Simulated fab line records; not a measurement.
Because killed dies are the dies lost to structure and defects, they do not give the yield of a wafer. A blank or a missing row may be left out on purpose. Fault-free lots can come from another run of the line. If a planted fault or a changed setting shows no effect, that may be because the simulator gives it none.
A struck lot beside a sound one	flow n5Finfet	15 out of 1938 route steps
Sound: these wafers, L285.1, L285.2, L285.5. Struck: wafer L295.3 (L295.2, L295.5, from the same lot, were not struck and are left out); the cause is given at the end.
Each step with rows lists, per side, the tool, then ch with its chambers, then its first start. Under that, the readings that differ: sound wafers	struck wafers	difference of the means	sigmas: that difference in standard deviations of wafers without a fault.
alike: a reading whose means differ by less than 2 such deviations, as well as words and numbers matching on both sides. not compared: withheld readings; readings where some wafer has no value; bounds like >300 that might hide an equal value; numbers whose values overlap and for which the record gives no deviation.
The two part at a step that has a row with sigmas, a row that says differs or no value, or rows on one side only. Numbers that don't overlap but have no deviation are shown without sigmas and don't part them. A reading missing from all wafers of one side parts the sides only when that side holds two or more wafers.

N5_BEOL_M4_SPUTTER_92: material Cu, target thk 4.5 nm, time 8.29 s.
  sound: pvdSputter-02 at day 7 23:52; struck: pvdSputter-02 at day 10 17:02
  alike: chuckSensorTempC, substrateTempC, throttleValvePct
N5_BEOL_M4_ANNEAL_93: time 240 s.
  sound: pvdSputter-02 at day 7 23:56; struck: pvdSputter-02 at day 10 17:07
  alike: heaterPowerW
then, 1 step without rows for these wafers: N5_BEOL_M4_SPUTTER_94 (material Cu, target thk 4.5 nm, time 8.29 s).
N5_BEOL_M4_ANNEAL_95: time 240 s.
  sound: pvdSputter-02 at day 8 00:10; struck: pvdSputter-02 at day 10 17:20
  alike: heaterPowerW
then, 2 steps without rows for these wafers: N5_BEOL_M4_SPUTTER_96 (material Cu, target thk 4.5 nm, time 8.29 s); N5_BEOL_M4_ECD_50 (material Cu, target thk 300 nm).
N5_BEOL_M4_ANNEAL_51: time 90 s.
  sound on rtpAnneal-01 ch 0, day 8 00:29; struck on rtpAnneal-01 ch 0, day 10 17:44
  alike: wafer_temp_C_max
then, 1 step without rows for these wafers: N5_BEOL_M4_CMP_52 (polishes, stops on SiOC, t overpolish 6.8 s, target thk 40 nm).
N5_BEOL_M4_THK_MEAS_53: measures by xrf.
  sound: filmMetro-01 at day 8 01:05; struck: filmMetro-02 at day 10 18:17
reading	sound	struck	difference	sigmas
M4_THK (nm)	38.3 38.2 37.4	41.6	+3.6	+3
N5_BEOL_M4_PRE_CLEAN_60: time 15 s.
  sound on cvdCo-02 ch 0,2, day 8 01:07; struck on cvdCo-01 ch 1, day 10 18:19
reading	sound	struck	difference	sigmas
heaterPowerW (W)	88 72 89	62	-21	-2
then, 2 steps without rows for these wafers: N5_BEOL_M4_CO_CAP_55 (material Co, precursor CCTBA/H2, target thk 2 nm, time 102.1 s); N5_BEOL_M4_PRE_CLEAN_56 (time 15 s).
N5_BEOL_M4_DEP_57: deposits SiCN from 3MS/NH3, target thk 8 nm, time 14 s.
  sound on pecvd-01 ch 0,1, day 8 01:17; struck on pecvd-03 ch 0, day 10 18:31
reading	sound	struck	difference	sigmas
throttleValvePct (%)	9.6 9.1 9.3	8.5	-0.8	-2
model.SiCN_of_BEOL_M4_DEP_57.thkNm (nm)	8 8 8	8.4	+0.4	
  alike: showerheadPlenumPTorr
N5_BEOL_M4_RS_MEAS_58: measurement is done with a four-point probe.
  sound: filmMetro-01 at day 8 01:21; struck: filmMetro-02 at day 10 18:35
  alike: M4_RS
N5_BEOL_M4_RC_MEAS_101:
  sound on prober-02 ch 0, day 8 01:24; struck on prober-02 ch 0, day 10 18:48
reading	sound	struck	difference	sigmas
ION_N (uA/um)	658 655 645	680	+27	+2
  alike: DIBL_N, DIBL_P, IOFF_N, IOFF_P, ION_P, SS_N, SS_P, VT_N, VT_P

WHERE THEY PART
Last at N5_BEOL_M4_RC_MEAS_101 as far as this record goes, first at N5_BEOL_M4_THK_MEAS_53.

WHY: whatever the simulator had introduced
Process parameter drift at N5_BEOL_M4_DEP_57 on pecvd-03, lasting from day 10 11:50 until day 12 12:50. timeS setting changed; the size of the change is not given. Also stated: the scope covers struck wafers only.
